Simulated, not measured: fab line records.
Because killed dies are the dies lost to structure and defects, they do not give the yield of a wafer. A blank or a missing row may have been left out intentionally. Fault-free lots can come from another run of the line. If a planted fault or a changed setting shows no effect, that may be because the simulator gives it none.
Commonality check across tools ; flow nand harc ; Lots sampled 13, wafers sampled 39

== WHY THIS WAS OPENED ==
On 1 of the 13 lots, a flag is raised at NHARC_END_SORT_01 on the reading sort_bin_3_pct. No-fault wafers: 0.6 %, standard deviation 0.35.
Rule: a lot is flagged when every wafer of it that has a number lies more than 4 standard deviations from that mean, or none has a number. As for the other lots, they are considered sound.

lot;measured;on;sort_bin_3_pct (%), wafer by wafer;flag
L332;day 24 21:14;prober-02;0.9 1.0 0.7;
L331;day 25 04:41;prober-01;0.1 0 0;
L334;day 25 12:25;prober-02;0.4 0.4 0.9;
L335;day 25 21:40;prober-01;0.6 0.3 0.4;
L336;day 27 01:48;prober-02;0.1 0.4 0;
L337;day 27 10:20;prober-01;0.3 0.3 0.4;
L341;day 28 10:25;prober-02;0.1 0.3 0.1;
L344;day 30 09:39;prober-01;0.7 0.9 1.3;
L346;day 30 10:25;prober-02;0.7 0.6 1.0;
L349;day 31 22:04;prober-01;0.4 0.4 0.3;
L350;day 32 08:39;prober-01;4.7 2.1 5.8;FLAGGED
L352;day 33 07:14;prober-01;0.4 0.4 0.4;
L353;day 33 23:38;prober-02;0.9 0.9 1.0;
The mean of the flagged lots' numbers is 4.2 %, +3.6 % from the usual (+10 standard deviations).

== WHICH TOOL EACH LOT WENT THROUGH ==
2 process steps preceding the reading are held in the record, out of 1302 steps in the route. Read each cell as the tool, then ch plus the chambers that the sampled wafers visited, then the start.
lot;flag;NHARC_A_M1_ETCH_15;NHARC_THIN_TSV_PVD_51
L332;;rie diel-05 ch 0,1, day 23 10:07;pvd sputter-03, day 24 21:14 or earlier
L331;;rie diel-04 ch 0,1, day 23 20:10;pvd sputter-02, day 25 04:41 or earlier
L334;;rie diel-05 ch 0,2,3, day 23 20:41;pvd sputter-02, day 25 12:25 or earlier
L335;;rie diel-04 ch 1,2, day 24 10:18;pvd sputter-03, day 25 21:40 or earlier
L336;;rie diel-04 ch 1,2,3, day 25 14:47;pvd sputter-01, day 27 01:48 or earlier
L337;;rie diel-04 ch 0,1,2, day 25 18:54;pvd sputter-03, day 27 10:20 or earlier
L341;;rie diel-06 ch 1,2,3, day 26 22:40;pvd sputter-01, day 28 10:25 or earlier
L344;;rie diel-06 ch 1,2,3, day 29 02:05;pvd sputter-03, day 30 09:39 or earlier
L346;;rie diel-05 ch 0,1,2, day 28 21:55;pvd sputter-02, day 30 10:25 or earlier
L349;;rie diel-05 ch 0,1,2, day 30 11:21;pvd sputter-01, day 31 22:04 or earlier
L350;FLAGGED;rie diel-06 ch 0,1,3, day 30 18:19;pvd sputter-01, day 32 08:39 or earlier
L352;;rie diel-05 ch 0,3, day 31 12:51;pvd sputter-03, day 33 07:14 or earlier
L353;;rie diel-04 ch 1,3, day 32 08:44;pvd sputter-03, day 33 23:38 or earlier
What the steps here do:
- NHARC_A_M1_ETCH_15: etches the open film in C4F8/Ar, target depth 182.5 nm, time 91.2 s.
- NHARC_THIN_TSV_PVD_51: deposits Cu, target thk 100 nm.
- NHARC_END_SORT_01

== FLAGGED OVER TOTAL, TOOL BY TOOL (the gauges that took the reading come last) ==
step;tool;lots run;flagged;share of the flagged lots;sound lots run after its first flagged lot
NHARC_A_M1_ETCH_15;rie diel-04;5;0;none;-
NHARC_A_M1_ETCH_15;rie diel-05;5;0;none;-
NHARC_A_M1_ETCH_15;rie diel-06;3;1;all;0
NHARC_THIN_TSV_PVD_51;pvd sputter-01;4;1;all;0
NHARC_THIN_TSV_PVD_51;pvd sputter-02;3;0;none;-
NHARC_THIN_TSV_PVD_51;pvd sputter-03;6;0;none;-
NHARC_END_SORT_01;prober-01;7;1;all;1 (L352)
NHARC_END_SORT_01;prober-02;6;0;none;-
NHARC_THIN_TSV_PVD_51: start missing for some lots; hours and lot order therefore follow NHARC_END_SORT_01.

== WHAT THE TABLE PERMITS ==
Rows of the table that ran every flagged lot, 3 in all: rie diel-06 at NHARC_A_M1_ETCH_15, pvd sputter-01 at NHARC_THIN_TSV_PVD_51, prober-01 at NHARC_END_SORT_01.
- rie diel-06 at NHARC_A_M1_ETCH_15 ran 3 lots, 1 of them flagged. Its last sound lot is L344 (day 29 02:05), its first flagged lot L350 (day 30 18:19): a fault that began between those two fits.
- pvd sputter-01 at NHARC_THIN_TSV_PVD_51 ran 4 lots, 1 of them flagged. Its last sound lot is L349 (day 31 22:04), its first flagged lot L350 (day 32 08:39): a fault that began between those two fits.
- prober-01 at NHARC_END_SORT_01 ran 7 lots, 1 of them flagged. Sound lots ran on it after the first flagged one (L352), which a lasting fault on the whole tool wouldn't allow.
Because each of these 2 tools fits a fault that began at some hour, counting lots does not separate them. More lots, or a look at what each step does to the wafer, might.

== WHAT THE SIMULATOR HAD INSERTED ==
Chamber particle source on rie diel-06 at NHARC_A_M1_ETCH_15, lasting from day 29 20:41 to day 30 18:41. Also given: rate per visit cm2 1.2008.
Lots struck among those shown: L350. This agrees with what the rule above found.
